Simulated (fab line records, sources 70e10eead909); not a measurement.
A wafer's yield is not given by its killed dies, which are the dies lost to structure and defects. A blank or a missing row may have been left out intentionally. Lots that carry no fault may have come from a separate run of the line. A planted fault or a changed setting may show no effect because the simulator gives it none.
Matching of chambers :: flow nand_harc :: NHARC_A_STAIRCASE_DEP_322 on pecvd-03: 3 sister chambers
The step deposits SiO2, target thk 7200 nm. 6 wafers are shown with their chamber, then 11 later ones without.

## WAFERS PAIRED WITH THEIR CHAMBERS
wafer: L080.6
chamber: 1
heater_power_w (W): 489
heater_power_outer_w (W): 297

wafer: L082.5
chamber: 1
heater_power_w (W): 495
heater_power_outer_w (W): 288

wafer: L082.6
chamber: 2
heater_power_w (W): 634
heater_power_outer_w (W): 316

wafer: L086.1
chamber: 2
heater_power_w (W): 769
heater_power_outer_w (W): 418

wafer: L086.6
chamber: 0
heater_power_w (W): 681
heater_power_outer_w (W): 384

wafer: L089.2
chamber: 0
heater_power_w (W): 842
heater_power_outer_w (W): 482

## WAFERS WITH NO CHAMBER GIVEN
wafer: L089.3
heater_power_w (W): 811
heater_power_outer_w (W): 461

wafer: L089.4
heater_power_w (W): 663
heater_power_outer_w (W): 334

wafer: L092.1
heater_power_w (W): 691
heater_power_outer_w (W): 347

wafer: L092.2
heater_power_w (W): 619
heater_power_outer_w (W): 383

wafer: L092.4
heater_power_w (W): 491
heater_power_outer_w (W): 303

wafer: L095.4
heater_power_w (W): 496
heater_power_outer_w (W): 293

wafer: L095.5
heater_power_w (W): 662
heater_power_outer_w (W): 342

wafer: L095.6
heater_power_w (W): 697
heater_power_outer_w (W): 395

wafer: L097.2
heater_power_w (W): 804
heater_power_outer_w (W): 462

wafer: L097.4
heater_power_w (W): 703
heater_power_outer_w (W): 393

wafer: L097.6
heater_power_w (W): 512
heater_power_outer_w (W): 294

## CHAMBER TAKEN BY EACH
wafer: L089.3
from the rows above: can't be placed: 0 or 2
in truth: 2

wafer: L089.4
from the rows above: can't be placed: 2 or 0 or 1
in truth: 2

wafer: L092.1
from the rows above: can't be placed: 2 or 0
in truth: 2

wafer: L092.2
from the rows above: can't be placed: 2 or 0 or 1
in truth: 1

wafer: L092.4
from the rows above: 1
in truth: 1

wafer: L095.4
from the rows above: 1
in truth: 1

wafer: L095.5
from the rows above: can't be placed: 2 or 0 or 1
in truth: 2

wafer: L095.6
from the rows above: can't be placed: 2 or 0
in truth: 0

wafer: L097.2
from the rows above: can't be placed: 0 or 2
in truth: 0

wafer: L097.4
from the rows above: can't be placed: 2 or 0
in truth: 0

wafer: L097.6
from the rows above: 1
in truth: 1
Placed correctly: 3 of 11. From these rows, 8 cannot be placed; in 8 the true chamber is one of the candidates. Number placed wrongly: 0.
How it was worked out, from the rows above alone: a wafer's distance from a chamber is the root of the sum, over the readings, of the square of ((its reading less the chamber's mean) divided by the reading's scatter). The wafer belongs to the nearest chamber; if the next one is less than 2 further off, it can't be placed. A chamber's mean is the mean of its shown wafers. The scatter: take each reading less its chamber's mean, square it, sum over the shown wafers, divide by the number of wafers less the number of chambers, and take the root.
